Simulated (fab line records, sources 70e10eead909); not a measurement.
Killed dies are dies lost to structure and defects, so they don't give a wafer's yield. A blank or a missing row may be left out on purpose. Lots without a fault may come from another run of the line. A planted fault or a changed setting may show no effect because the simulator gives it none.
Chamber matching | flow nand_harc | NHARC_P_BONDPAD_DEP_00 on pecvd-01: 3 sister chambers
The step deposits SiCN, target thk 250 nm. 20 wafers are shown with their chamber, then 10 later ones without.

WAFERS WITH THEIR CHAMBER
wafer  | chamber | heater_power_w (W) | susceptor_temp_C (C)
L076.1 | 1       | 669                | 369.82
L076.4 | 0       | 453                | 369.92
L076.5 | 2       | 603                | 369.46
L079.2 | 0       | 460                | 370.21
L079.4 | 1       | 649                | 369.59
L079.5 | 2       | 582                | 369.75
L080.2 | 1       | 631                | 370.17
L080.4 | 0       | 565                | 370.12
L080.5 | 1       | 638                | 369.85
L081.2 | 0       | 519                | 370.05
L081.3 | 1       | 655                | 370.03
L081.6 | 2       | 633                | 370.08
L084.3 | 2       | 642                | 370.41
L084.4 | 2       | 628                | 370.43
L084.5 | 0       | 543                | 369.93
L085.1 | 1       | 543                | 369.94
L085.5 | 2       | 581                | 369.96
L085.6 | 0       | 505                | 370.04
L087.1 | 2       | 536                | 370.32
L087.4 | 2       | 548                | 369.92

SIGNATURES (means of the wafers above)
reading          | chamber 0 | chamber 1 | chamber 2 | scatter within a chamber
heater_power_w   | 507.50    | 630.83    | 594.12    | 42.6
susceptor_temp_C | 370.0450  | 369.9000  | 370.0412  | 0.251
Rule: a wafer's distance from a chamber is the root of the sum, over the readings, of the square of ((its reading less the chamber's mean) divided by the reading's scatter). The wafer belongs to the nearest chamber; if the next one is less than 2 further off, it can't be placed. The scatter: the root of (the sum of the squares of (reading less its chamber's mean) over the shown wafers, divided by (wafers less chambers)).

WAFERS WITHOUT THEIR CHAMBER
wafer  | heater_power_w (W) | susceptor_temp_C (C)
L087.6 | 555                | 369.85
L091.1 | 594                | 370.10
L091.4 | 510                | 369.83
L091.6 | 557                | 369.81
L097.2 | 626                | 370.15
L097.5 | 560                | 369.91
L097.6 | 649                | 369.75
L096.2 | 629                | 369.76
L096.4 | 484                | 369.94
L096.6 | 506                | 369.94

WHICH CHAMBER EACH WENT THROUGH
wafer  | from the rows above          | in truth
L087.6 | can't be placed: 2 or 0 or 1 | 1
L091.1 | can't be placed: 2 or 1 or 0 | 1
L091.4 | can't be placed: 0 or 2 or 1 | 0
L091.6 | can't be placed: 2 or 0 or 1 | 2
L097.2 | can't be placed: 2 or 1 or 0 | 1
L097.5 | can't be placed: 2 or 0 or 1 | 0
L097.6 | can't be placed: 1 or 2      | 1
L096.2 | can't be placed: 1 or 2      | 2
L096.4 | can't be placed: 0 or 2      | 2
L096.6 | can't be placed: 0 or 2      | 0
Placed correctly: 0 of 10. Can't be placed from these rows: 10 (the true chamber is among the candidates in 10). Placed wrongly: 0.
